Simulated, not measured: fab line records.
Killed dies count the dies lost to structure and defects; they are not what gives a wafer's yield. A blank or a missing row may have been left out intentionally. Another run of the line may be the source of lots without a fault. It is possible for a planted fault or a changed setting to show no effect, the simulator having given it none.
fab line records    flow n5Finfet
record lots=5  wafers=15  lastDay=15
route steps=1938 shown HKMG_FIN@423 PASSIVATION@1936
lots that met no fault: from a run of the same line without faults
startH: the number of hours between the record's first day and the start of the first shown wafer of the lot    waitH: hours from the lot's prior step to this one    " same as the row above    L1.1+2: a single row standing in for several wafers    - either no value or no given start    * or withheld: withheld    < > ~ a bound
route shown NAME@n: a module of which the file shows steps, and the number in the route of the first    usual: mean/standard deviation of fault-free wafers    same: alike in all rows    chamber/n: place in a boat    sites: readings site by site    _std_site: how widely they spread, as a standard deviation    _edge_site: outer sites' mean less inner sites'    radiusMm: how far each site lies from the wafer's centre    mask NAME#n: copy n    behind: the tool/chamber that last shaped the wafer    hold: what put the lot on hold/how long, in hours/how the hold closed    device: the n, p or np transistor that did not switch    end of line: the tests these same wafers got at the end of their route    a step given without rows: its recipe and nothing more    killed: dies that structure and defects cost at the first sort, which is not the same as the wafer's yield    map: dies across one wafer; x = killed, . = not, _ = none there
set.NAME: the setting that was run; set.NAME@STEP: the one run at that earlier step    model.NAME: the simulator's own value behind a step, which no gauge read
lots at selected steps of the route; one table per step, one row per wafer
services: the hour from which a tool's chamber was out of use, counted from the record's first day as startH (under 0 if before that day), plus the number of hours and why
## steps
# step N5_HKMG_FIN_COAT_30
# recipe resist=SiARC  tempC=220  timeS=60  spinRpm=1500  resistThkNm=35
# step N5_HKMG_FIN_COAT_06
# recipe resist=CAR-ArF  spinRpm=1500  resistThkNm=90
# step N5_HKMG_FIN_EBR_08
# recipe solvent=PGMEA  ebrWidthMm=1.5
# step N5_HKMG_FIN_SOFTBAKE_07
# recipe tempC=110  timeS=60  resist=CAR-ArF
# step N5_HKMG_FIN_EXPOSE_09
# recipe maskId=NWFM  na=1.35  sourceShape=conventional  sigmaOuter=0.8  polarization=unpolarized  doseMj=39.25
# step N5_HKMG_FIN_PEB_10
# recipe pebTempC=withheld  pebTimeS=60  resist=CAR-ArF
# step N5_HKMG_FIN_DEVELOP_11
# recipe developTimeS=30  developer=TMAH  resist=CAR-ArF  devTempC=23  rinseLiquid=diw  dry=airSpin
# step N5_HKMG_FIN_DESCUM_17
# recipe chemistry=O2  timeS=7.9  sourcePowerW=50  biasPowerW=20  pressureMtorr=20  rfFrequencyHz=2.712e+07  tempC=40  resist=CAR-ArF  o2FlowSccm=225
# step N5_HKMG_FIN_ETCH_31
# recipe chemistry=CF4  target=SiARC  targetDepthA=455  maskMaterial=CAR-ArF  timeS=75.8  ionEnergyEv=80  pressureMtorr=40  sourceW=545  biasW=36  Ar_flow_sccm=100  cf4FlowSccm=100  ends=cleared
# step N5_HKMG_FIN_ETCH_32
# recipe chemistry=N2/H2  target=SOC  targetDepthA=2400  tempC=40  timeS=300  ionEnergyEv=200  maskMaterial=SiARC  pressureMtorr=30  sourceW=840  biasW=150  n2FlowSccm=200  h2FlowSccm=200
# usual biasW=150.0/0.43  chamberPressureMTorr=29.996/0.028  drypumpMotorCurrentA=5.8/0.39  oesProductAu=0.78/0.092  rfVppV=524.0/2.8  showerheadPlenumPTorr=2.55/0.11  throttleValvePct=17.77/0.24
lot.wafer  tool        chamber  startH  waitH  biasW  chamberPressureMTorr  drypumpMotorCurrentA  oesProductAu  rfHoursCounterH  rfVppV  showerheadPlenumPTorr  throttleValvePct
L688.1     rieDiel-03  2        75.01   0.0    149.7  29.985                5.9                   0.71          197              520.6   2.41                   17.55
L688.2     "           0        "       "      150.6  30.001                5.8                   0.72          172              526.3   2.63                   17.36
L688.3     "           1        "       "      150.5  30.033                5.8                   0.66          264              524.2   2.62                   18.48
L690.1     rieDiel-05  0        87.81   0.0    150.0  29.953                6.6                   0.84          70               526.8   2.70                   17.89
L690.2     "           3        "       "      150.3  30.051                5.7                   0.72          184              521.5   2.52                   17.70
L690.6     "           0        "       "      150.9  30.023                6.6                   0.84          -                527.4   2.70                   17.86
L698.2     rieDiel-05  0        134.21  0.0    149.8  29.960                6.6                   0.82          89               527.3   2.69                   17.91
L698.4     "           1        "       "      150.2  30.023                5.6                   0.70          190              520.0   2.42                   17.78
L698.5     "           1        "       "      149.8  29.974                5.6                   0.70          -                520.5   2.42                   17.77
L700.2     rieDiel-05  1        146.67  0.0    149.8  30.003                5.6                   0.71          195              520.4   2.42                   17.79
L700.3     "           3        "       "      150.7  30.022                5.7                   0.71          207              524.3   2.51                   17.75
L700.6     "           3        "       "      149.8  29.961                5.7                   0.72          -                522.8   2.51                   17.75
L701.1     rieDiel-05  1        155.74  0.0    150.1  29.980                5.6                   0.70          197              519.7   2.42                   17.78
L701.3     "           2        "       "      149.8  30.023                5.1                   0.94          11               527.8   2.73                   17.53
L701.4     "           3        "       "      149.8  30.010                5.7                   0.72          209              522.4   2.51                   17.74
# step N5_HKMG_FIN_STRIP_33
# recipe chemistry=N2/H2  tempC=40  n2FlowSccm=200  h2FlowSccm=200  rfFrequencyHz=6e+07
# step N5_HKMG_FIN_STRIP_34
# recipe chemistry=CF4  resist=SiARC  powerW=300  biasPowerW=75  pressureMtorr=50  cf4FlowSccm=150  rfFrequencyHz=6e+07
# step N5_HKMG_FIN_ETCH_35
# recipe chemistry=N2/H2  target=SOC  targetDepthA=2158  ionEnergyEv=65  biasW=5  sourceW=3000  timeS=243.4  pressureMtorr=30  n2FlowSccm=200  h2FlowSccm=200
# step N5_HKMG_FIN_STRIP_92
# recipe chemistry=N2/H2  material=SOC  timeS=20  powerW=500  tempC=40  pressureMtorr=50  rfFrequencyHz=6e+07  biasPowerW=8  h2Frac=0.5  n2FlowSccm=300  h2FlowSccm=300
# step N5_HKMG_FIN_WET_ETCH_18
# recipe chemistry=SC1  target=TiN  mix=1:1:5  tempC=*  timeS=55  targetDepthNm=5.2  dry=ipaMarangoni  rinseTimeS=30  rinseTempC=23
# step N5_HKMG_FIN_STRIP_19
# recipe chemistry=N2/H2  powerW=2500  tempC=300  h2Frac=0.65  timeS=360  pressureMtorr=withheld  n2FlowSccm=1750  h2FlowSccm=3250
# step N5_HKMG_FIN_ALD_91
# recipe material=TiN  targetThkA=10  tempC=400  aldPrecursorFamily=TiCl4  aldCoReactant=NH3  pulseTimeS=1  purgeTimeS=3  coReactantPurgeTimeS=2  coReactantPulseTimeS=2  aldCycles=47  pressureTorr=3
# step N5_HKMG_FIN_COAT_85
# recipe resist=SOC  tempC=250  timeS=60  spinRpm=1500  resistThkNm=300
# step N5_HKMG_FIN_ETCH_86
# recipe chemistry=N2/H2  target=SOC  targetDepthA=3932  stopOn=TiN  ionEnergyEv=100  biasW=61  pressureMtorr=30  sourceW=850  n2FlowSccm=200  h2FlowSccm=200
# step N5_HKMG_FIN_STRIP_89
# recipe chemistry=N2/H2  material=SOC  timeS=20  powerW=500  tempC=40  pressureMtorr=50  rfFrequencyHz=6e+07  biasPowerW=8  h2Frac=0.5  n2FlowSccm=300  h2FlowSccm=300
# step N5_HKMG_FIN_WET_ETCH_87
# recipe chemistry=SC1  target=TiN  mix=1:2:40  tempC=50  timeS=154.2  targetDepthNm=4.7  dry=ipaMarangoni  rinseTimeS=30  rinseTempC=23
# step N5_HKMG_FIN_STRIP_88
# recipe chemistry=N2/H2  powerW=2500  tempC=300  h2Frac=0.65  timeS=360  pressureMtorr=withheld  n2FlowSccm=1750  h2FlowSccm=3250
# step N5_HKMG_FIN_NWFM_ALD_20
# recipe material=TiAlC  targetThkA=20  tempC=300  aldPrecursorFamily=TiCl4  aldCoReactant=TEA  pulseTimeS=3  purgeTimeS=2  coReactantPurgeTimeS=2  coReactantPulseTimeS=10  aldCycles=7  pressureTorr=3
# step N5_HKMG_FIN_ALD_71
# recipe material=TiN  targetThkA=10  tempC=400  aldPrecursorFamily=TiCl4  aldCoReactant=NH3  pulseTimeS=1  purgeTimeS=3  coReactantPurgeTimeS=2  coReactantPulseTimeS=2  aldCycles=47  pressureTorr=3
# step N5_HKMG_FIN_COAT_66
# recipe resist=SOC  tempC=250  timeS=60  spinRpm=1500  resistThkNm=300
# step N5_HKMG_FIN_ETCH_67
# recipe chemistry=N2/H2  target=SOC  targetDepthA=3889  stopOn=TiN  ionEnergyEv=100  biasW=61  pressureMtorr=30  sourceW=850  n2FlowSccm=200  h2FlowSccm=200
# step N5_HKMG_FIN_STRIP_90
# recipe chemistry=N2/H2  material=SOC  timeS=20  powerW=500  tempC=40  pressureMtorr=50  rfFrequencyHz=6e+07  biasPowerW=8  h2Frac=0.5  n2FlowSccm=300  h2FlowSccm=300
# step N5_HKMG_FIN_WET_ETCH_73
# recipe chemistry=SC1  mix=1:2:40  tempC=50  timeS=42.3  targetDepthNm=1.3  dry=ipaMarangoni  rinseTimeS=30  rinseTempC=23
# step N5_HKMG_FIN_ETCHBACK_68
# recipe chemistry=Cl2/Ar  stopOn=HfO2  targetDepthA=5  pressureMtorr=10  icpW=600  biasW=60  Cl2_flow_sccm=40  Ar_flow_sccm=60
# step N5_HKMG_FIN_STRIP_69
# recipe chemistry=N2/H2  powerW=2500  tempC=300  h2Frac=0.65  timeS=360  pressureMtorr=withheld  n2FlowSccm=1750  h2FlowSccm=3250
# step N5_HKMG_FIN_ALD_21
# recipe material=TiN  targetThkA=15  tempC=400  aldPrecursorFamily=TiCl4  aldCoReactant=NH3  pulseTimeS=1  purgeTimeS=3  coReactantPurgeTimeS=2  coReactantPulseTimeS=2  aldCycles=68  pressureTorr=3
# step N5_HKMG_FIN_ALD_72
# recipe material=W  targetThkA=20  tempC=300  pressureTorr=7.5  aldPrecursorFamily=WF6  aldCoReactant=B2H6  pulseTimeS=1  purgeTimeS=2  coReactantPurgeTimeS=2  coReactantPulseTimeS=3  aldCycles=7
# step N5_HKMG_FIN_W_FILL_22
# recipe material=W  targetThkA=600  tempC=400  pressureTorr=39.4  timeS=18.2
# step N5_HKMG_FIN_PRECLEAN_83
# recipe chemistry=DIW  timeS=57.5  tempC=23
# step N5_HKMG_FIN_SRD_84
# recipe dryTimeS=32  dry=n2Spin  spinRpm=1500
# step N5_HKMG_FIN_CMP_23
# recipe stopOn=SiNx  tOverpolishS=10  postCmpClean=rinseOnly  downForcePsi=4  platenRpm=50.289  padVelocityMS=1.0006  targetThkNm=46.326
# step N5_HKMG_FIN_CMP_94
# recipe stopOn=SiNx  postCmpClean=wDiluteNh4oh  tOverpolishS=4.7  downForcePsi=4  platenRpm=50.289  padVelocityMS=1.0006  targetThkNm=43.299
# step N5_PASSIVATION_PROBE_49
# usual defectLimitedYield=91.4/1.5  killed_at_M0_to_M3=35/11  killed_at_M4_up=16/7  killedAtContacts=11/5.3  killedAtFrontEnd=37/11  killedAtOther=3.1/2.8  killedDies=102/18  killedOnRim=13/3.7  killedOpen=69/15  killedShort=31/7.8  sort_bin_5_function=5.1/1.1  sort_bin_6_memory=3.2/0.69  sort_bin_8_speed=0.00/0.016  sortNPass=1078/18  sortYieldPct=91.4/1.5
# same grossDies=1180  killedAtBackSide=0  sort_bin_4_leakage[%]=0
lot.wafer  tool       chamber  startH  waitH  defectLimitedYield[%]  killed_at_M0_to_M3  killed_at_M4_up  killedAtContacts  killedAtFrontEnd  killedAtOther  killedDies  killedOnRim  killedOpen  killedShort  sort_bin_5_function[%]  sort_bin_6_memory[%]  sort_bin_8_speed[%]  sortNPass  sortYieldPct[%]
L688.1     prober-02  -        265.34  0.0    89.8                   28                  23               12                55                2              120         17           69          48           6.5                     3.1                   0                    1060       89.8
L688.2     prober-02  -        265.39  0.1    91.3                   31                  16               9                 42                5              103         10           77          24           5.1                     3.5                   0                    1077       91.3
L688.3     prober-02  -        265.44  0.1    91.0                   19                  19               22                43                3              106         7            74          31           4.8                     3.6                   0                    1074       91.0
L690.1     prober-01  -        287.63  0.0    93.1                   31                  12               6                 29                3              81          12           53          25           3.5                     3.3                   0                    1099       93.1
L690.2     prober-01  -        287.68  0.1    90.0                   51                  9                8                 45                5              118         23           75          43           6.6                     3.0                   0                    1062       90.0
L690.6     prober-01  -        287.88  0.3    93.0                   30                  12               4                 34                3              83          9            59          23           3.9                     2.8                   0                    1097       93.0
L698.2     prober-01  -        337.55  0.1    92.3                   20                  22               7                 41                1              91          10           61          30           4.5                     2.7                   0                    1089       92.3
L698.4     prober-01  -        337.65  0.2    84.7                   32                  10               9                 123               6              180         27           56          33           9.7                     4.0                   0                    1000       84.7
L698.5     prober-01  -        337.70  0.2    87.0                   20                  11               12                108               2              153         26           36          24           7.6                     3.1                   0                    1027       87.0
L701.1     prober-02  -        350.79  0.0    83.7                   51                  24               4                 110               3              192         26           83          25           9.2                     4.3                   0                    988        83.7
L701.3     prober-02  -        350.89  0.1    90.3                   45                  22               14                30                3              114         20           82          30           5.6                     3.9                   0                    1066       90.3
L701.4     prober-02  -        350.94  0.2    91.5                   36                  26               13                22                3              100         18           67          33           4.7                     3.6                   0                    1080       91.5
L700.2     prober-02  -        352.69  0.1    84.2                   40                  9                12                123               3              187         32           79          21           9.2                     4.2                   0.17                 991        84.0
# killed by level:class
L688.1 FIN_SAQP:geometricParticle:open=20 FIN_SAQP:geometricParticle:short=17 BEOL_M4:geometricParticle:open=13 MOL_CONTACT_COAG:geometricParticle:open=8 BEOL_M0_SAQP:geometricParticle:short=8 BEOL_M1:geometricParticle:short=5 STI_FIN_REVEAL:geometricParticle:open=4 BEOL_M0:geometricParticle:open=4
L688.2 FIN_SAQP:geometricParticle:open=15 BEOL_M1:geometricParticle:open=9 BEOL_M4:geometricParticle:open=9 MOL_CONTACT_COAG:geometricParticle:open=8 BEOL_M2:geometricParticle:open=8 FIN_SAQP:geometricParticle:short=5 BEOL_M3:geometricParticle:open=5 BEOL_M0:geometricParticle:open=4
L688.3 MOL_CONTACT_COAG:geometricParticle:open=18 FIN_SAQP:geometricParticle:open=10 STI_FIN_REVEAL:geometricParticle:open=6 BEOL_M2:geometricParticle:open=6 FIN_SAQP:geometricParticle:short=5 BEOL_M5:geometricParticle:open=5 MOL_CONTACT_COAG:geometricParticle:short=4 STARTING-WAFER:geometricParticle:open=4
L690.1 BEOL_M0_SAQP:geometricParticle:open=12 BEOL_M0_SAQP:geometricParticle:short=8 MOL_CONTACT_COAG:geometricParticle:open=6 FIN_SAQP:geometricParticle:open=5 FIN_SAQP:geometricParticle:short=5 STI_FIN_REVEAL:geometricParticle:open=4 BEOL_M5:geometricParticle:open=4 DUMMY_GATE:geometricParticle:open=3
L690.2 BEOL_M0_SAQP:geometricParticle:short=12 BEOL_M0_SAQP:geometricParticle:open=11 BEOL_M0:geometricParticle:open=8 MOL_CONTACT_COAG:geometricParticle:open=7 BEOL_M3:geometricParticle:open=7 BEOL_M2:geometricParticle:open=6 FIN_SAQP:geometricParticle:open=5 FIN_SAQP:geometricParticle:short=5
L690.6 BEOL_M2:geometricParticle:open=9 BEOL_M3:geometricParticle:open=8 FIN_SAQP:geometricParticle:short=6 GATE_CUT:geometricParticle:short=6 GATE_CUT:geometricParticle:open=6 DUMMY_GATE:geometricParticle:open=5 BEOL_M0_SAQP:geometricParticle:open=5 BEOL_M6:geometricParticle:open=5
L698.2 FIN_SAQP:geometricParticle:open=12 BEOL_M4:geometricParticle:open=10 FIN_SAQP:geometricParticle:short=7 BEOL_M2:geometricParticle:open=7 MOL_CONTACT_COAG:geometricParticle:open=4 DUMMY_GATE:geometricParticle:open=3 SPACER0:geometricParticle:short=3 MOL_CONTACT_COAG:geometricParticle:short=3
L698.4 HKMG_FIN:unspecified=89 FIN_SAQP:geometricParticle:short=13 MOL_CONTACT_COAG:geometricParticle:open=9 FIN_SAQP:geometricParticle:open=7 BEOL_M0_SAQP:geometricParticle:open=7 BEOL_M2:geometricParticle:open=6 STI_FIN_REVEAL:geometricParticle:open=4 BEOL_M1:geometricParticle:open=4
L698.5 HKMG_FIN:unspecified=91 MOL_CONTACT_COAG:geometricParticle:open=9 FIN_SAQP:geometricParticle:open=5 FIN_SAQP:geometricParticle:short=4 BEOL_M1:geometricParticle:open=4 BEOL_M2:geometricParticle:short=4 GATE_CUT:geometricParticle:short=3 MOL_CONTACT_COAG:geometricParticle:short=3
L701.1 HKMG_FIN:unspecified=84 BEOL_M1:geometricParticle:open=19 BEOL_M4:geometricParticle:open=16 BEOL_M3:geometricParticle:open=13 STI_FIN_REVEAL:geometricParticle:open=8 BEOL_M0_SAQP:geometricParticle:short=6 BEOL_M0_SAQP:geometricParticle:open=5 FIN_SAQP:geometricParticle:short=4
L701.3 BEOL_M4:geometricParticle:open=13 BEOL_M2:geometricParticle:open=11 MOL_CONTACT_COAG:geometricParticle:open=10 FIN_SAQP:geometricParticle:open=9 BEOL_M0_SAQP:geometricParticle:short=8 BEOL_M1:geometricParticle:open=8 BEOL_M3:geometricParticle:open=7 BEOL_M0_SAQP:geometricParticle:open=5
L701.4 BEOL_M4:geometricParticle:open=13 MOL_CONTACT_COAG:geometricParticle:open=11 FIN_SAQP:geometricParticle:short=7 BEOL_M1:geometricParticle:open=7 BEOL_M3:geometricParticle:open=7 BEOL_M0_SAQP:geometricParticle:short=6 BEOL_M0_SAQP:geometricParticle:open=5 BEOL_M5:geometricParticle:open=5
L700.2 HKMG_FIN:unspecified=87 MOL_CONTACT_COAG:geometricParticle:open=12 BEOL_M2:geometricParticle:open=12 STI_FIN_REVEAL:geometricParticle:open=11 BEOL_M1:geometricParticle:open=8 BEOL_M3:geometricParticle:open=6 FIN_SAQP:geometricParticle:short=5 BEOL_M0_SAQP:geometricParticle:open=5
# map L698.4 (x killed, . not)
_________________............________________
______________.................._____________
___________.........x..x...........__________
__________..........x..............._________
________............x........x........_______
_______.......................x......x.______
______......x.........x................._____
_____............................x...x...____
____...xx...x...x..x......................___
___...........x....x.......x.....xx.x......__
___................x.....x..x..............__
__.........................x................_
__...............x.....x.x.....x............_
_x.......................x................x..
_.................x.........x..............x.
_............................................
_..............x.......x....x...............x
_.................x.....................x..x.
_...x..x.x............x..............x.x.....
_.x....x.....x.....x..........x.x......x.....
_x..x..xx...xx......x........................
__.xx.x.x.xxx..............................._
__x.xxxxxxxxxx.x........x.x.......xx.......x_
___xxxxxxxxxx...................x.....x....__
___.xxxxxxxxxx...x........................x__
____xxxxxxxxxxx....x..x..x................___
_____xxxxxxxxx......x....................____
______xxxxxxxxx.x......................._____
_______xxxxxxx.xx..............x...xx..______
________xxxxxxx.x.........x.....x..xx._______
__________xxx.................x....._________
___________..x...................x.__________
______________.....x..xxx.....x._____________
_________________............________________
# map L700.2 (x killed, . not)
_________________.....x.....x________________
______________.................._____________
___________....x.x..x....x.........__________
__________...........x...x.x........_________
________......x.x.......x....x.....x.x_______
_______......x...x...x...x........x....______
______.........x...........x..........x._____
_____..........x..x.x.......x...........x____
____x...............x..............x......___
___.........x.x............................__
___....................x..............x....__
__x....................x............xx......_
__.....x...........x..x....................._
_...x...........................x...x..xx..xx
_x............x......x.......................
_............x...x.............x..........x..
_......x............x........................
_.....x....x...x...x................x.....x..
_...x.........x....x....................x....
_......x.x........x.....x.x..........xxx.....
_....x...x...........................x...x...
__..xxxxxx............................x....._
__...xxxxxxx.xx.................x.....x....._
___x.xxxxxxxx...................x..........__
___xxxxxxxx.xxx......................x.....__
____xxxxxxxxxxx.......................x...___
_____xxxxxxxxxxx..........x..............____
______xxxxxxx.xx........................_____
_______xxxxxxxxx.x..x.........x........______
________xxxxxx......x...........x....._______
__________xx...........x.....x...x.._________
___________.x.x...x................__________
______________x.......x..x.x..x._____________
_________________..x.........________________
## services
tool        chamber  startH  hours  kind
rieDiel-03  1        79.73   -      clean
rieDiel-03  1        79.73   -      consumableReplace:focusRing
rieDiel-03  1        79.73   17.7   scheduledDown
rieDiel-03  1        79.73   17.7   ventCycle
rieDiel-05  2        91.55   11.1   repair
rieDiel-03  3        102.45  -      clean
rieDiel-03  3        102.45  -      consumableReplace:focusRing
rieDiel-03  3        102.45  19.2   scheduledDown
rieDiel-03  3        102.45  19.2   ventCycle
rieDiel-05  2        102.69  -      clean
rieDiel-05  2        102.69  -      consumableReplace:focusRing
rieDiel-05  2        102.69  -      consumableReplace:showerhead
rieDiel-05  2        102.69  17.7   scheduledDown
rieDiel-05  2        102.69  17.7   ventCycle
rieDiel-03  -        118.04  2.8    pm
## key
firstSign step=N5_PASSIVATION_PROBE_49  reading=killedAtFrontEnd  direction=up  sigmas=7.3  usual=37  struck=116
effect step=N5_PASSIVATION_PROBE_49  reading=defectLimitedYield  direction=down  sigmas=4.2  usual=91.4  struck=84.9
moreKillsBornAt N5_HKMG_FIN_ETCH_32@rieDiel-05=351
metAt N5_HKMG_FIN_ETCH_32
struckWafers L698.4,L698.5,L700.2,L701.1
fault kind=chamberParticleSource  tool=rieDiel-05  chamber=1  onsetH=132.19  steps=N5_HKMG_FIN_ETCH_32  ratePerVisitCm2=0.92412  endH=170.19
